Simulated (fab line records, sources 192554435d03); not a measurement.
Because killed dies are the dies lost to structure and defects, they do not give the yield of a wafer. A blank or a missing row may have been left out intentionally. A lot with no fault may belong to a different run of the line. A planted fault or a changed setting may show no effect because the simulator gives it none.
fab line records | flow n5Finfet
record: lots: 7 wafers: 18 lastDay: 19
route steps=1938 shown BEOL_M1@801 BEOL_M4@1111 PASSIVATION@1936
lots that met no fault: taken from a fault-free run of the same line
startH: start of the lot's first displayed wafer, in hours after the record's first day | waitH: hours from the lot's prior step to this one | " identical to the entry in the row above | L1.1+2: a row that stands for several wafers | - no value present, or no start provided | * or withheld: withheld | < > ~ a bound
route shown NAME@n: a module of which the file shows steps, and the number in the route of the first | usual: mean and standard deviation over wafers with no fault | same: alike in all rows | chamber/n: place in a boat | sites: readings site by site | _std_site: standard deviation across them | _edge_site: inner sites' mean taken away from outer sites' mean | radiusMm: for every site, how far away it sits from the centre of the wafer | mask NAME#n: copy n | behind: the last tool/chamber to shape the wafer | hold: why the lot was held/for how many hours/how that ended | device: the n, p or np transistor that did not switch | end of line: tests of these same wafers at the route's end | step lacking rows: just its recipe | killed: at the first sort, the dies lost to defects and structure; wafer yield is something else | map: dies across one wafer; x = killed, . = not, _ = none there
set.NAME: the run value of the setting; set.NAME@STEP: its run value at that earlier step | model.NAME: the simulator's own value behind a step, which no gauge read
a table for each step, a row for each wafer; lots at some steps of the route
services: from which hour (startH, from the record's first day; less than 0 if before it) a tool's chamber was out of use, for how many hours, and why
== steps ==
step: N5_BEOL_M1_ETCH_41
recipe: chemistry: CH3F/O2 target: SiCN targetDepthA: 319 taperDeg: 2 timeS: 57.8 ionEnergyEv: 120 maskMaterial: TiN pressureMtorr: 30 sourceW: 395 biasW: 75 Ar_flow_sccm: 150 CH3F_flow_sccm: 30 O2_flow_sccm: 20
usual: drypumpMotorCurrentA: 5.7/0.42 oesProductAu: 0.78/0.09 rfVppV: 296.9/1.5 showerheadPlenumPTorr: 1.98/0.06 throttleValvePct: 16.38/0.18
columns lot.wafer tool chamber startH waitH drypumpMotorCurrentA oesProductAu rfHoursCounterH rfVppV showerheadPlenumPTorr throttleValvePct
L107.1 rieDiel-03 0 - - 5.9 0.83 80 298.5 2.10 16.29
L107.5 " 2 " " 5.7 0.72 - 294.4 1.91 16.45
L107.6 " 3 " " 5.5 0.72 - 298.6 2.08 16.45
L110.2 rieDiel-02 0 - - 4.8 0.68 247 298.3 2.05 16.65
L110.4 " 3 " " 5.9 0.73 172 295.2 1.91 16.26
L110.6 " 1 " " 5.6 0.76 - 294.6 1.91 16.50
L117.1 rieDiel-03 0 - - 5.9 0.80 106 298.5 2.09 16.33
L117.3 " 3 " " 5.5 0.70 189 296.8 2.08 16.51
L118.2 rieDiel-05 2 - - 6.2 0.93 17 296.3 1.96 16.25
L118.3 " 3 " " 6.4 0.75 156 297.3 2.00 16.61
L120.3 rieDiel-03 2 - - 5.7 0.69 220 295.6 1.91 16.54
L120.6 " 0 " " 5.9 0.80 - 301.0 2.09 16.32
L121.1 rieDiel-05 0 - - 5.8 0.67 231 297.4 1.98 16.23
L121.3 " 1 " " 5.3 0.86 56 297.1 2.04 16.07
L121.6 " 0 " " 5.8 0.68 - 296.9 1.98 16.24
L128.4 rieDiel-05 1 - - 5.3 0.85 69 298.7 2.03 16.09
L128.5 " 0 " " 5.8 0.66 - 296.9 1.97 16.26
L128.6 " 3 " " 6.4 0.73 - 297.9 1.99 16.67
step: N5_BEOL_M1_STRIP_97
recipe: chemistry: N2/H2 timeS: 10 powerW: 450 tempC: 40 pressureMtorr: 20 rfFrequencyHz: 6e+07 biasPowerW: 7 n2FlowSccm: 200 h2FlowSccm: 200
usual: drypumpMotorCurrentA: 5.7/0.43 h2FlowSccm: 200.0/0.53 oesProductAu: 0.78/0.09 rfVppV: 59.2/0.77 showerheadPlenumPTorr: 2.51/0.077 tempC: 39.98/0.11 throttleValvePct: 23.77/0.19
columns lot.wafer tool chamber startH waitH drypumpMotorCurrentA h2FlowSccm oesProductAu rfHoursCounterH rfVppV showerheadPlenumPTorr tempC throttleValvePct
L107.1 rieDiel-03 0 - - 6.0 199.8 0.83 80 59.4 2.68 39.97 23.92
L107.5 " 2 " " 5.7 200.5 0.71 - 60.3 2.42 40.13 23.60
L107.6 " 3 " " 5.5 200.5 0.72 - 59.8 2.64 40.11 23.70
L110.2 rieDiel-02 0 - - 4.8 199.8 0.68 247 58.8 2.60 39.95 24.00
L110.4 " 3 " " 5.9 200.2 0.74 172 59.6 2.43 39.88 23.75
L110.6 " 1 " " 5.6 200.3 0.75 - 59.4 2.43 39.98 23.96
L117.1 rieDiel-03 0 - - 5.9 200.0 0.81 106 59.5 2.67 39.83 23.94
L117.3 " 3 " " 5.5 200.5 0.70 189 59.5 2.63 40.05 23.73
L118.2 rieDiel-05 2 - - 6.2 200.3 0.92 17 59.4 2.49 39.85 23.50
L118.3 " 3 " " 6.3 200.0 0.75 156 58.8 2.53 39.80 23.94
L120.3 rieDiel-03 2 - - 5.6 199.4 0.68 220 60.0 2.41 40.14 23.63
L120.6 " 0 " " 5.9 199.4 0.80 - 59.3 2.67 40.01 23.92
L121.1 rieDiel-05 0 - - 5.8 199.3 0.67 231 57.6 2.50 40.08 23.58
L121.3 " 1 " " 5.3 200.5 0.86 56 59.6 2.58 39.95 23.56
L121.6 " 0 " " 5.8 199.5 0.68 - 58.4 2.50 39.89 23.59
L128.4 rieDiel-05 1 - - 5.3 200.2 0.86 69 58.7 2.58 39.94 23.59
L128.5 " 0 " " 5.8 199.3 0.68 - 59.6 2.49 39.92 23.62
L128.6 " 3 " " 6.4 200.6 0.74 - 59.0 2.52 40.03 23.95
step: N5_BEOL_M1_OCD_MEAS_38
usual: trenchDepthNm: 55.2/0.88
columns lot.wafer tool chamber startH waitH trenchDepthNm
L107.1 ocd-01 - 139.54 - 55.3
L107.5 " - " " 55.3
L107.6 " - " " 54.2
L110.2 ocd-02 - 149.04 - 54.8
L110.4 " - " " 56.0
L110.6 " - " " 54.8
L117.1 ocd-01 - 238.89 - 55.0
L117.3 " - " " 54.8
L118.2 ocd-01 - 241.35 - 55.7
L118.3 " - " " 55.0
L120.3 ocd-02 - 244.71 - 54.4
L120.6 " - " " 55.1
L121.1 ocd-01 - 275.15 - 54.2
L121.3 " - " " 56.6
L121.6 " - " " 54.2
L128.4 ocd-01 - 310.93 - 55.8
L128.5 " - " " 53.4
L128.6 " - " " 55.3
step: N5_BEOL_M1_HM_STRIP_39
recipe: chemistry: peroxideTinStrip material: TiN targetDepthA: 250 tempC: 50 timeS: 158
step: N5_BEOL_M1_SRD_40
recipe: timeS: 30 tempC: 23 rinseLiquid: diw dry: ipaMarangoni
step: N5_BEOL_M1_PRECLEAN_42
recipe: chemistry: residueRemover timeS: 60 tempC: 40
step: N5_BEOL_M1_SRD_43
recipe: timeS: 30 tempC: 23 rinseLiquid: diw dry: ipaMarangoni
step: N5_BEOL_M1_CD_MEAS_35
recipe: targetCdNm: 18 targetCdYNm: 21 polarity: opening
usual: cdNm: 18.00/0.27
columns lot.wafer tool chamber startH waitH cdNm
L107.1 cdSem-02 - 139.70 0.0 18.18
L107.5 " - " " 18.08
L107.6 " - " " 18.01
L110.2 cdSem-01 - 149.19 0.0 18.10
L110.4 " - " " 17.77
L110.6 " - " " 17.93
L117.1 cdSem-02 - 239.04 0.0 17.63
L117.3 " - " " 18.03
L118.2 cdSem-03 - 241.50 0.0 18.54
L118.3 " - " " 17.72
L120.3 cdSem-01 - 244.86 0.0 18.14
L120.6 " - " " 18.43
L121.1 cdSem-03 - 275.31 0.0 17.82
L121.3 " - " " 18.24
L121.6 " - " " 18.18
L128.4 cdSem-03 - 311.08 0.0 17.72
L128.5 " - " " 17.78
L128.6 " - " " 18.19
step: N5_BEOL_M1_DEGAS_44
recipe: ambient: vacuum tempC: 250 timeS: 60
usual: heaterPowerW: 333/37
columns lot.wafer tool chamber startH waitH heaterPowerW
L107.1 pvdSputter-02 - 139.99 0.3 370
L107.5 " - " " 326
L107.6 " - " " 371
L110.2 pvdSputter-02 - 149.39 0.2 321
L110.4 " - " " 359
L110.6 " - " " 383
L117.1 pvdSputter-03 - 239.25 0.2 311
L117.3 " - " " 291
L118.2 pvdSputter-03 - 242.03 0.5 304
L118.3 " - " " 286
L120.3 pvdSputter-03 - 244.95 0.1 325
L120.6 " - " " 287
L121.1 pvdSputter-01 - 275.98 0.7 343
L121.3 " - " " 347
L121.6 " - " " 357
L128.4 pvdSputter-02 - 311.12 0.0 331
L128.5 " - " " 326
L128.6 " - " " 384
step: N5_BEOL_M1_PRE_CLEAN_45
recipe: gas: H2/He timeS: 30 tempC: 250
usual: heaterPowerW: 334/37
columns lot.wafer tool chamber startH waitH heaterPowerW
L107.1 pvdSputter-02 - 140.03 0.0 380
L107.5 " - " " 323
L107.6 " - " " 381
L110.2 pvdSputter-02 - 149.43 0.0 322
L110.4 " - " " 361
L110.6 " - " " 374
L117.1 pvdSputter-03 - 239.29 0.0 313
L117.3 " - " " 286
L118.2 pvdSputter-03 - 242.07 0.0 309
L118.3 " - " " 287
L120.3 pvdSputter-03 - 244.99 0.0 330
L120.6 " - " " 289
L121.1 pvdSputter-01 - 276.02 0.0 334
L121.3 " - " " 338
L121.6 " - " " 348
L128.4 pvdSputter-02 - 311.16 0.0 319
L128.5 " - " " 314
L128.6 " - " " 371
step: N5_BEOL_M1_ALD_84
recipe: material: TaN targetThkA: * tempC: 275 aldPrecursorFamily: PDMAT aldCoReactant: NH3 pressureTorr: 3 carrierFlowSccm: 1500 pulseTimeS: 2 purgeTimeS: 3 coReactantPurgeTimeS: 2 coReactantPulseTimeS: 3 aldCycles: 30 precursorVesselTempC: 75 precursorVesselPressureTorr: 26.25 precursorVesselCarrierSccm: 1000
step: N5_BEOL_M1_SURFACE_TREAT_85
recipe: gas: Ar timeS: * ionEnergyEv: * ionCurrentMaCm2: 0.5 pressureMtorr: * arFlowSccm: 30
step: N5_BEOL_M1_CVD_47
recipe: material: Co targetThkA: 30 tempC: withheld precursor: CCTBA/H2 pressureTorr: 30 timeS: 223.8
usual: runLengthS: 246.6/0.39
columns lot.wafer tool chamber startH waitH runLengthS sinceWetCleanH
L107.1 cvdCo-01 2 140.39 0.0 246.8 441
L107.5 " 1 " " 246.4 -
L107.6 " 2 " " 246.8 -
L110.2 cvdCo-01 0 149.95 0.1 246.0 910
L110.4 " 1 " " 246.3 -
L110.6 " 0 " " 246.4 -
L117.1 cvdCo-01 2 239.75 0.1 247.0 540
L117.3 " 0 " " 440.7 1000
L118.2 cvdCo-01 1 242.62 0.2 441.0 106
L118.3 " 2 " " 441.9 543
L120.3 cvdCo-01 2 245.41 0.0 441.2 546
L120.6 " 1 " " 246.4 -
L121.1 cvdCo-02 1 276.66 0.1 246.6 1255
L121.3 " 0 " " 246.2 818
L121.6 " 0 " " 246.5 -
L128.4 cvdCo-02 2 311.58 0.1 247.6 -
L128.5 " 0 " " 246.3 -
L128.6 " 1 " " 246.4 -
step: N5_BEOL_M1_SPUTTER_48
recipe: material: Cu targetThkA: 45 tempC: -20 chamberPressurePa: 0.07 powerW: withheld timeS: 8.29
usual: throttleValvePct: 29.5/1
columns lot.wafer tool chamber startH waitH throttleValvePct
L107.1 pvdSputter-02 - 140.67 0.2 30.0
L107.5 " - " " 31.4
L107.6 " - " " 28.6
L110.2 pvdSputter-03 - 150.25 0.2 30.7
L110.4 " - " " 29.2
L110.6 " - " " 29.2
L117.1 pvdSputter-03 - 240.01 0.2 27.9
L117.3 " - " " 29.5
L118.2 pvdSputter-02 - 242.96 0.3 31.2
L118.3 " - " " 29.5
L120.3 pvdSputter-02 - 245.60 0.1 29.9
L120.6 " - " " 31.3
L121.1 pvdSputter-03 - 276.83 0.1 30.8
L121.3 " - " " 28.9
L121.6 " - " " 30.6
L128.4 pvdSputter-01 - 311.67 0.0 28.4
L128.5 " - " " 28.4
L128.6 " - " " 29.6
step: N5_BEOL_M4_RC_MEAS_101
usual: DIBL_N: 36.5/1.2 DIBL_P: 36.5/1.6 IOFF_N: 0.162/0.023 IOFF_P: 0.221/0.03 ION_N: 678/8 ION_P: 466/6.3 SS_N: 71.6/0.46 SS_P: 73.3/0.57 VT_N: 249.2/2.6 VT_P: -249/3.3
columns lot.wafer tool chamber startH waitH DIBL_N[mV/V] DIBL_P[mV/V] IOFF_N[nA/um] IOFF_P[nA/um] ION_N[uA/um] ION_P[uA/um] SS_N[mV/dec] SS_P[mV/dec] VT_N[mV] VT_P[mV]
L107.1 prober-02 0 227.63 0.0 37.2 38.0 0.155 0.247 671 471 71.4 74.2 250.6 -246
L107.5 " 0 " " 37.4 38.4 0.161 0.252 672 468 71.6 73.5 248.8 -245
L107.6 " 0 " " 34.5 35.0 0.117 0.188 664 465 71.2 72.6 255.5 -251
L110.2 prober-02 0 241.81 0.2 36.1 37.7 0.176 0.214 678 462 71.6 73.2 246.9 -251
L110.4 " 0 " " 36.2 38.1 0.173 0.215 675 465 71.0 73.8 247.8 -251
L110.6 " 0 " " 37.6 39.6 0.207 0.251 683 460 71.3 74.2 245.9 -246
L117.1 prober-02 0 287.61 0.0 37.1 37.3 0.189 0.216 674 457 72.2 74.2 248.0 -252
L117.3 " 0 " " 36.7 35.9 0.175 0.192 680 455 71.9 73.6 246.2 -254
L118.2 prober-02 0 290.19 0.2 35.9 34.8 0.150 0.224 678 462 71.0 73.1 249.4 -245
L118.3 " 0 " " 37.8 37.7 0.188 0.274 684 474 72.2 73.4 244.4 -243
L120.3 prober-02 0 291.27 0.5 35.9 36.2 0.153 0.231 677 468 71.6 73.4 248.8 -248
L120.6 " 0 " " 35.7 36.0 0.147 0.218 673 466 71.4 72.4 252.4 -247
L121.1 prober-02 0 312.30 0.0 36.4 36.1 0.158 0.201 679 463 71.0 72.4 250.3 -251
L121.3 " 0 " " 36.2 35.2 0.147 0.186 672 454 71.3 73.0 252.0 -253
L121.6 " 0 " " 36.1 35.6 0.155 0.191 670 461 71.5 72.4 247.4 -252
L128.4 prober-02 0 358.34 0.5 36.3 35.3 0.180 0.254 690 472 71.7 74.0 247.8 -244
L128.5 " 0 " " 33.5 32.8 0.139 0.205 685 474 71.1 72.4 250.6 -247
L128.6 " 0 " " 36.1 35.2 0.184 0.261 698 475 71.4 72.7 244.3 -243
step: N5_PASSIVATION_PROBE_49
usual: defectLimitedYield: 91.2/1.3 killed_at_M0_to_M3: 34/9.2 killed_at_M4_up: 14/5 killedAtContacts: 13/6.7 killedAtFrontEnd: 39/12 killedAtOther: 4/3.3 killedDies: 104/15 killedOpen: 68/12 killedShort: 34/7.5 sort_bin_5_function: 5.2/0.87 sort_bin_6_memory: 3.3/0.63 sortNPass: 1076/15 sortYieldPct: 91.2/1.3
same: grossDies: 1180 killedAtBackSide: 0 sort_bin_4_leakage[%]: 0 sort_bin_8_speed[%]: 0
columns lot.wafer tool chamber startH waitH defectLimitedYield[%] killed_at_M0_to_M3 killed_at_M4_up killedAtContacts killedAtFrontEnd killedAtOther killedDies killedOpen killedShort sort_bin_5_function[%] sort_bin_6_memory[%] sortNPass sortYieldPct[%]
L107.1 prober-02 - 337.36 0.0 92.7 36 15 11 20 4 86 55 28 4.2 2.7 1094 92.7
L107.5 prober-02 - 337.56 0.2 90.7 37 19 18 31 5 110 77 32 5.6 3.4 1070 90.7
L107.6 prober-02 - 337.61 0.3 91.9 35 14 21 23 3 96 66 26 5.2 2.8 1084 91.9
L110.2 prober-02 - 348.86 0.1 92.2 40 14 8 22 8 92 58 33 4.4 3.1 1088 92.2
L110.4 prober-02 - 348.96 0.2 88.8 42 26 27 35 2 132 94 37 7.0 3.9 1048 88.8
L110.6 prober-02 - 349.06 0.3 90.5 35 19 7 44 7 112 74 27 5.3 3.2 1068 90.5
L117.1 prober-02 - 385.14 0.0 90.2 37 20 7 51 1 116 86 29 5.3 4.1 1064 90.2
L117.3 prober-02 - 385.24 0.1 91.0 36 11 22 36 1 106 65 41 4.9 3.6 1074 91.0
L118.2 prober-02 - 392.55 0.1 92.3 38 13 8 30 2 91 62 29 4.4 3.1 1089 92.3
L118.3 prober-02 - 392.60 0.1 90.8 40 14 10 41 3 108 75 33 5.8 2.8 1072 90.8
L120.3 prober-02 - 395.91 0.1 92.1 36 6 14 37 0 93 56 36 4.2 3.6 1087 92.1
L120.6 prober-02 - 396.06 0.3 92.7 20 9 27 30 0 86 54 29 3.6 3.5 1094 92.7
L121.1 prober-01 - 420.31 0.0 91.9 42 11 12 30 1 96 64 31 5.3 2.7 1084 91.9
L121.3 prober-01 - 420.41 0.1 92.0 44 9 11 29 1 94 71 23 5.3 2.4 1086 92.0
L121.6 prober-01 - 420.56 0.3 93.1 25 11 7 33 6 82 49 33 4.4 2.4 1098 93.1
L128.4 prober-02 - 463.65 0.2 91.4 53 10 12 27 0 102 63 36 4.2 3.9 1078 91.4
L128.5 prober-02 - 463.70 0.2 91.9 39 21 8 25 2 95 53 38 4.7 3.1 1085 91.9
L128.6 prober-02 - 463.75 0.3 90.3 36 27 17 34 1 115 79 33 5.8 3.8 1065 90.3
killed by level:class
L107.1 MOL_CONTACT_COAG:geometricParticle:open=9 BEOL_M0_SAQP:geometricParticle:short=9 BEOL_M0_SAQP:geometricParticle:open=9 BEOL_M4:geometricParticle:open=8 FIN_SAQP:geometricParticle:short=5 BEOL_M0:geometricParticle:open=5 BEOL_M3:geometricParticle:open=5 BEOL_M6:geometricParticle:open=4
L107.5 MOL_CONTACT_COAG:geometricParticle:open=14 BEOL_M0_SAQP:geometricParticle:open=10 BEOL_M4:geometricParticle:open=8 FIN_SAQP:geometricParticle:short=7 BEOL_M0_SAQP:geometricParticle:short=7 BEOL_M1:geometricParticle:open=7 ILD0:geometricParticle:open=6 BEOL_M2:geometricParticle:open=5
L107.6 MOL_CONTACT_COAG:geometricParticle:open=18 BEOL_M0_SAQP:geometricParticle:open=12 BEOL_M0_SAQP:geometricParticle:short=8 FIN_SAQP:geometricParticle:open=7 GATE_CUT:geometricParticle:short=6 BEOL_M3:geometricParticle:open=5 BEOL_M4:geometricParticle:open=5 BEOL_M0:geometricParticle:open=4
L110.2 BEOL_M0_SAQP:geometricParticle:open=10 BEOL_M0_SAQP:geometricParticle:short=8 BEOL_M2:geometricParticle:open=8 MOL_CONTACT_COAG:geometricParticle:open=6 BEOL_M5:geometricParticle:open=6 STARTING-WAFER:geometricParticle:short=6 BEOL_M1:geometricParticle:short=5 STI_FIN_REVEAL:geometricParticle:open=4
L110.4 MOL_CONTACT_COAG:geometricParticle:open=18 STI_FIN_REVEAL:geometricParticle:open=13 BEOL_M4:geometricParticle:open=10 MOL_CONTACT_COAG:geometricParticle:short=9 BEOL_M0_SAQP:geometricParticle:open=9 BEOL_M3:geometricParticle:open=8 BEOL_M0_SAQP:geometricParticle:short=7 BEOL_M2:geometricParticle:open=7
L110.6 BEOL_M2:geometricParticle:open=13 STI_FIN_REVEAL:geometricParticle:open=12 HKMG_FIN:areaEtch=9 GATE_CUT:geometricParticle:open=7 MOL_CONTACT_COAG:geometricParticle:open=7 BEOL_M4:geometricParticle:open=6 BEOL_M0_SAQP:geometricParticle:open=5 BEOL_M1:geometricParticle:open=5
L117.1 FIN_SAQP:geometricParticle:open=19 BEOL_M4:geometricParticle:open=12 BEOL_M2:geometricParticle:open=8 MOL_CONTACT_COAG:geometricParticle:open=6 BEOL_M3:geometricParticle:open=6 STI_FIN_REVEAL:geometricParticle:open=5 GATE_CUT:geometricParticle:short=5 BEOL_M1:geometricParticle:open=5
L117.3 MOL_CONTACT_COAG:geometricParticle:open=14 FIN_SAQP:geometricParticle:open=11 MOL_CONTACT_COAG:geometricParticle:short=8 BEOL_M3:geometricParticle:open=8 DUMMY_GATE:geometricParticle:open=6 FIN_SAQP:geometricParticle:short=5 BEOL_M0_SAQP:geometricParticle:open=5 BEOL_M0_SAQP:geometricParticle:short=5
L118.2 BEOL_M0_SAQP:geometricParticle:short=11 BEOL_M3:geometricParticle:open=11 STI_FIN_REVEAL:geometricParticle:open=7 MOL_CONTACT_COAG:geometricParticle:open=7 BEOL_M5:geometricParticle:open=7 BEOL_M0_SAQP:geometricParticle:open=6 DUMMY_GATE:geometricParticle:open=5 BEOL_M1:geometricParticle:open=5
L118.3 FIN_SAQP:geometricParticle:open=10 BEOL_M0_SAQP:geometricParticle:open=10 STI_FIN_REVEAL:geometricParticle:open=9 BEOL_M0_SAQP:geometricParticle:short=9 MOL_CONTACT_COAG:geometricParticle:open=9 BEOL_M1:geometricParticle:open=8 BEOL_M0:geometricParticle:open=5 BEOL_M4:geometricParticle:open=5
L120.3 FIN_SAQP:geometricParticle:open=9 MOL_CONTACT_COAG:geometricParticle:open=9 BEOL_M1:geometricParticle:open=9 FIN_SAQP:geometricParticle:short=8 BEOL_M0_SAQP:geometricParticle:short=8 STI_FIN_REVEAL:geometricParticle:open=5 MOL_CONTACT_COAG:geometricParticle:short=5 BEOL_M0_SAQP:geometricParticle:open=5
L120.6 MOL_CONTACT_COAG:geometricParticle:open=20 FIN_SAQP:geometricParticle:open=10 MOL_CONTACT_COAG:geometricParticle:short=7 FIN_SAQP:geometricParticle:short=6 BEOL_M0_SAQP:geometricParticle:short=6 BEOL_M1:geometricParticle:open=6 STI_FIN_REVEAL:geometricParticle:open=4 BEOL_M2:geometricParticle:open=4
L121.1 BEOL_M0_SAQP:geometricParticle:open=10 STI_FIN_REVEAL:geometricParticle:open=8 MOL_CONTACT_COAG:geometricParticle:open=8 BEOL_M0_SAQP:geometricParticle:short=7 BEOL_M1:geometricParticle:open=7 BEOL_M3:geometricParticle:open=6 BEOL_M2:geometricParticle:open=5 FIN_SAQP:geometricParticle:short=4
L121.3 BEOL_M1:geometricParticle:open=17 MOL_CONTACT_COAG:geometricParticle:open=10 BEOL_M2:geometricParticle:open=9 FIN_SAQP:geometricParticle:short=8 BEOL_M3:geometricParticle:open=7 STI_FIN_REVEAL:geometricParticle:open=5 FIN_SAQP:geometricParticle:open=4 DUMMY_GATE:geometricParticle:open=4
L121.6 FIN_SAQP:geometricParticle:short=13 BEOL_M1:geometricParticle:open=8 FIN_SAQP:geometricParticle:open=5 BEOL_M2:geometricParticle:open=5 MOL_CONTACT_COAG:geometricParticle:open=4 BEOL_M4:geometricParticle:open=4 BEOL_M0_SAQP:geometricParticle:open=4 PASS1_CAP:geometricParticle:open=4
L128.4 BEOL_M3:geometricParticle:open=14 BEOL_M0_SAQP:geometricParticle:open=13 BEOL_M2:geometricParticle:open=10 MOL_CONTACT_COAG:geometricParticle:open=9 BEOL_M0_SAQP:geometricParticle:short=6 FIN_SAQP:geometricParticle:short=5 GATE_CUT:geometricParticle:short=5 BEOL_M3:geometricParticle:short=5
L128.5 BEOL_M4:geometricParticle:open=12 BEOL_M0_SAQP:geometricParticle:open=8 STI_FIN_REVEAL:geometricParticle:open=7 BEOL_M0_SAQP:geometricParticle:short=7 BEOL_M4:geometricParticle:short=7 FIN_SAQP:geometricParticle:short=5 MOL_CONTACT_COAG:geometricParticle:open=5 BEOL_M3:geometricParticle:open=5
L128.6 MOL_CONTACT_COAG:geometricParticle:open=16 BEOL_M4:geometricParticle:open=13 BEOL_M0_SAQP:geometricParticle:short=12 DUMMY_GATE:geometricParticle:open=9 BEOL_M0_SAQP:geometricParticle:open=7 FIN_SAQP:geometricParticle:short=6 BEOL_M3:geometricParticle:open=6 FIN_SAQP:geometricParticle:open=5
== services ==
columns tool chamber startH hours kind
cvdCo-02 2 118.84 5.1 repair
pvdSputter-01 - 127.38 0.8 repair
cvdCo-01 - 143.59 0.8 repair
rieDiel-02 - 151.09 15.6 pm
rieDiel-05 - 153.22 28.1 pm
pvdSputter-03 - 188.94 5.9 repair
rieDiel-05 3 189.24 1.3 repair
cvdCo-01 - 195.89 6.0 pm
cvdCo-02 - 201.89 2.8 pm
pvdSputter-02 - 202.44 2.8 repair
rieDiel-05 - 207.38 2.6 repair
pvdSputter-03 - 211.08 3.7 repair
rieDiel-05 1 213.83 14.7 repair
rieDiel-05 - 217.62 0.7 repair
cvdCo-02 2 223.43 4.4 repair
rieDiel-05 3 227.96 6.0 repair
rieDiel-05 1 229.85 2.6 repair
rieDiel-02 - 241.35 2.8 pm
rieDiel-05 0 249.90 1.2 repair
rieDiel-02 3 250.98 4.4 repair
rieDiel-03 3 251.86 6.5 repair
cvdCo-01 - 266.85 28.1 pm
rieDiel-05 2 281.14 7.1 repair
rieDiel-02 0 294.77 12.3 repair
== key ==
firstSign: step: N5_BEOL_M1_CVD_47 reading: runLengthS direction: up sigmas: 99+ usual: * struck: *
effect none on later readings
metAt N5_BEOL_M1_CVD_47
struckWafers L117.3,L118.2,L118.3,L120.3
onsetBetween 149.95 239.75
fault: kind: processParameterDrift tool: cvdCo-01 chamber: - onsetH: 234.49 steps: N5_BEOL_M1_CVD_47 channel: timeS offset: * shape: step endH: 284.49 scope: struckWafersOnly actsIn: * stated: *
